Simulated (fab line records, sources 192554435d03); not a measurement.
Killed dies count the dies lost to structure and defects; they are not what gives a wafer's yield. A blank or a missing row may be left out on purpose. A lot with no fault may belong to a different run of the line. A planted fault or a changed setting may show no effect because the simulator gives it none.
Which tool is to blame? | flow n5 finfet | 8 lots, 24 wafers sampled, at 6 steps of a route of 1938

WHAT EACH GAUGE READ, for each wafer
N5_MOL_CONTACT_COAG_INSPECT_10: inspects for defects (brightfield).
lot  | measured     | on                | raw defect count
L624 | day 6 05:02  | defect inspect-02 | 54 107 92
L629 | day 7 11:38  | defect inspect-01 | 43 31 89
L630 | day 7 17:19  | defect inspect-01 | 110 83 70
L635 | day 8 20:14  | defect inspect-01 | 40 57 40
L636 | day 9 05:26  | defect inspect-02 | 62 60 57
L639 | day 9 22:21  | defect inspect-01 | 114 62 55
L640 | day 10 05:37 | defect inspect-02 | 61 57 80
L641 | day 10 15:15 | defect inspect-02 | 81 115 106

N5_MOL_CONTACT_COAG_CD_MEAS_99: the cd target is 17.2 nm.
lot  | measured     | on        | cd nm (nm)
L624 | day 6 05:28  | cd sem-03 | 16.46 17.25 17.25
L629 | day 7 12:05  | cd sem-02 | 17.23 17.35 16.85
L630 | day 7 18:13  | cd sem-02 | 17.58 17.54 17.09
L635 | day 8 20:52  | cd sem-02 | - - -
L636 | day 9 05:52  | cd sem-03 | - - -
L639 | day 9 22:47  | cd sem-02 | 17.73 17.01 17.42
L640 | day 10 06:04 | cd sem-01 | 17.47 17.68 17.86
L641 | day 10 16:10 | cd sem-03 | 17.20 17.10 17.53

N5_BEOL_M4_RC_MEAS_101.
lot  | measured     | on        | DIBL_N (mV/V)  | DIBL_P (mV/V)  | IOFF_N (nA/um)    | IOFF_P (nA/um)    | ION_N (uA/um) | ION_P (uA/um) | SS_N (mV/dec)  | SS_P (mV/dec)  | VT_N (mV)         | VT_P (mV)
L624 | day 11 17:12 | prober-01 | 38.0 37.0 37.8 | 36.8 36.1 36.5 | 0.165 0.151 0.166 | 0.207 0.196 0.200 | 667 676 680   | 454 456 455   | 71.7 70.8 71.3 | 73.4 72.4 73.5 | 248.1 249.1 249.3 | -253.2 -252.9 -253.1
L629 | day 14 12:06 | prober-01 | 37.2 38.5 36.4 | 36.9 38.1 36.1 | 0.151 0.178 0.139 | 0.183 0.206 0.181 | 670 664 658   | 455 452 447   | 71.2 72.3 71.2 | 73.8 73.0 73.0 | 251.3 250.4 253.2 | -253.2 -249.8 -252.0
L630 | day 14 23:47 | prober-01 | 34.7 36.8 35.3 | 33.6 35.7 34.6 | 0.137 0.175 0.146 | 0.184 0.211 0.197 | 666 667 665   | 458 453 458   | 70.4 71.2 70.7 | 72.8 73.8 73.1 | 250.3 248.7 248.0 | -251.3 -250.6 -250.7
L639 | day 16 08:40 | prober-01 | 34.9 34.3 34.9 | 37.6 36.8 36.6 | 0.168 0.150 0.157 | 0.241 0.235 0.232 | 668 673 665   | 470 472 465   | 70.4 71.7 71.8 | 73.3 73.1 72.6 | 247.3 249.5 251.7 | -247.3 -244.4 -248.7
L640 | day 17 17:07 | prober-01 | 35.6 36.3 36.0 | 35.2 34.7 35.2 | 0.158 0.159 0.158 | 0.210 0.200 0.205 | 682 666 675   | 464 459 458   | 72.1 72.0 71.3 | 73.3 73.4 73.0 | 248.2 249.2 249.8 | -248.4 -250.9 -249.2
L641 | day 16 04:41 | prober-02 | 37.2 38.7 37.2 | 36.6 36.8 35.6 | 0.171 0.196 0.161 | 0.241 0.250 0.223 | 678 671 674   | 467 461 464   | 72.2 72.8 71.9 | 73.7 73.2 73.3 | 251.6 246.3 247.5 | -246.2 -246.9 -249.5

WHICH TOOL RAN EACH LOT (tool, then ch and the chambers of the sampled wafers, then the start)
lot  | N5_MOL_CONTACT_COAG_ETCH_15        | N5_MOL_CONTACT_COAG_ETCH_110       | N5_MOL_CONTACT_COAG_CO_FILL_22
L624 | rie diel-02 ch 0,1,3, day 6 05:17  | rie diel-02 ch 0,1,3, day 6 05:20  | cvd co-01 ch 0,2, day 6 07:46
L629 | rie diel-05 ch 2,3, day 7 11:54    | rie diel-05 ch 2,3, day 7 11:58    | cvd co-02 ch 1,2, day 7 15:58
L630 | rie diel-02 ch 1,2, day 7 18:02    | rie diel-02 ch 1,2, day 7 18:06    | cvd co-01 ch 0,2, day 7 21:38
L635 | rie diel-02 ch 0,2,3, day 8 20:41  | rie diel-02 ch 0,2,3, day 8 20:45  | cvd co-02 ch 0,1,2, day 9 00:14
L636 | rie diel-04 ch 0,1,3, day 9 05:41  | rie diel-04 ch 0,1,3, day 9 05:45  | cvd co-01 ch 0,1, day 9 07:58
L639 | rie diel-02 ch 2,3, day 9 22:36    | rie diel-02 ch 2,3, day 9 22:40    | cvd co-01 ch 0,1,2, day 10 00:34
L640 | rie diel-02 ch 0,1,2, day 10 05:53 | rie diel-02 ch 0,1,2, day 10 05:56 | cvd co-01 ch 0,2, day 10 07:32
L641 | rie diel-02 ch 0,3, day 10 15:59   | rie diel-02 ch 0,3, day 10 16:02   | cvd co-01 ch 0,2, day 10 17:37
- N5_MOL_CONTACT_COAG_ETCH_15: etches SiNx in CH3F/O2, stops on Si:P, target depth 7 nm.
- N5_MOL_CONTACT_COAG_ETCH_110: etches Si in CF4/O2, target depth 2.5 nm, time 8 s.
- N5_MOL_CONTACT_COAG_CO_FILL_22: material Co, precursor CCTBA/H2, target thk 20 nm.

WHAT THE TOOLS THEMSELVES READ (means of the sampled wafers that have a number; where no wafer has one, the mark that the record gives instead)
N5_MOL_CONTACT_COAG_ETCH_15.
lot  | tool        | CH3F_flow_sccm (sccm) | O2_flow_sccm (sccm) | drypump motor current A (A) | oes_ar_750_au (a.u.) | oes_o_777_au (a.u.) | oes product au (a.u.) | rf vpp V (V) | showerhead plenum p Torr (Torr) | throttle valve pct (%)
L624 | rie diel-02 | 30.07                 | 20.00               | 5.6                         | 0.76                 | 0.76                | 0.56                  | 297.7        | 1.98                            | 16.35
L629 | rie diel-05 | 30.03                 | 20.03               | 6.3                         | 0.72                 | 0.72                | 0.53                  | 295.1        | 2.07                            | 16.55
L630 | rie diel-02 | 30.01                 | 20.00               | 5.7                         | 0.78                 | 0.78                | 0.56                  | 298.1        | 2.09                            | 16.35
L635 | rie diel-02 | -                     | -                   | -                           | -                    | -                   | -                     | -            | -                               | -
L636 | rie diel-04 | -                     | -                   | -                           | -                    | -                   | -                     | -            | -                               | -
L639 | rie diel-02 | 30.07                 | 19.98               | 5.6                         | 0.78                 | 0.78                | 0.57                  | 299.9        | 2.03                            | 16.44
L640 | rie diel-02 | 29.99                 | 20.01               | 5.7                         | 0.75                 | 0.75                | 0.55                  | 298.8        | 2.02                            | 16.38
L641 | rie diel-02 | 29.95                 | 20.05               | 5.6                         | 0.72                 | 0.72                | 0.53                  | 296.9        | 1.90                            | 16.42

N5_MOL_CONTACT_COAG_ETCH_110.
lot  | tool        | O2_flow_sccm (sccm) | bias w (W) | drypump motor current A (A) | oes_ar_750_au (a.u.) | oes_o_777_au (a.u.) | oes product au (a.u.) | rf vpp V (V) | showerhead plenum p Torr (Torr) | throttle valve pct (%)
L624 | rie diel-02 | 10.00               | 12.05      | 5.6                         | 0.76                 | 0.76                | 0.76                  | 128.1        | 2.20                            | 10.78
L629 | rie diel-05 | 9.97                | 12.00      | 6.3                         | 0.72                 | 0.73                | 0.71                  | 126.4        | 2.29                            | 11.01
L630 | rie diel-02 | 10.01               | 11.97      | 5.7                         | 0.77                 | 0.77                | 0.77                  | 127.7        | 2.32                            | 10.77
L635 | rie diel-02 | 9.97                | 11.98      | 5.6                         | 0.76                 | 0.76                | 0.76                  | 127.0        | 2.20                            | 10.84
L636 | rie diel-04 | 10.01               | 12.04      | 5.6                         | 0.84                 | 0.84                | 0.84                  | 127.7        | 2.27                            | 10.75
L639 | rie diel-02 | 10.02               | 12.01      | 5.6                         | 0.78                 | 0.78                | 0.78                  | 128.5        | 2.26                            | 10.82
L640 | rie diel-02 | 10.00               | 11.99      | 5.7                         | 0.75                 | 0.75                | 0.74                  | 128.0        | 2.25                            | 10.84
L641 | rie diel-02 | 9.97                | 12.02      | 5.6                         | 0.72                 | 0.72                | 0.72                  | 128.0        | 2.12                            | 10.90

N5_MOL_CONTACT_COAG_CO_FILL_22.
lot  | tool      | heater power outer w (W) | heater power w (W)
L624 | cvd co-01 | 126                      | 245
L629 | cvd co-02 | 129                      | 242
L630 | cvd co-01 | 131                      | 250
L635 | cvd co-02 | 131                      | 263
L636 | cvd co-01 | 122                      | 231
L639 | cvd co-01 | 121                      | 240
L640 | cvd co-01 | 126                      | 243
L641 | cvd co-01 | 130                      | 248

THE ANSWER, worked out from the rows above alone
Rule: the lots themselves supply what counts as usual. The widest of any qualifying gaps counts: lots, ordered by their means at a reading, are off when they make up no more than a third of the lots, leave a main group of 4 or more, and stand apart from it by 3 or more times the standard deviation of that group's means. If all means in a main group match to the digits the tables above print for the reading, that group is not used. A lot without any number at a reading at which 4 lots or more have one is off too. The other lots that the step has rows for count as sound. After the gauges, taken in route order, come the tools' own readings; for these a lot's mean is taken, as printed above. The first step at which some lot is off is used, and at that step the reading that is off furthest; a lot without a number counts as furthest.
Off at N5_MOL_CONTACT_COAG_CD_MEAS_99 (cd nm): L635, L636. Without a number there: L635, L636. For the main group the mean is 17.31 nm and the standard deviation 0.22.
A tool fits if, at a process step before that reading, it ran every lot that is off, and no sound lot after the first of them. The gauges at N5_MOL_CONTACT_COAG_CD_MEAS_99 aren't tried: what is off there is off at N5_MOL_CONTACT_COAG_ETCH_15 too, on other tools, and a gauge's error can't cause that. Not one of the candidates tried fits.

WHAT HAD BEEN PUT IN BY THE SIMULATOR
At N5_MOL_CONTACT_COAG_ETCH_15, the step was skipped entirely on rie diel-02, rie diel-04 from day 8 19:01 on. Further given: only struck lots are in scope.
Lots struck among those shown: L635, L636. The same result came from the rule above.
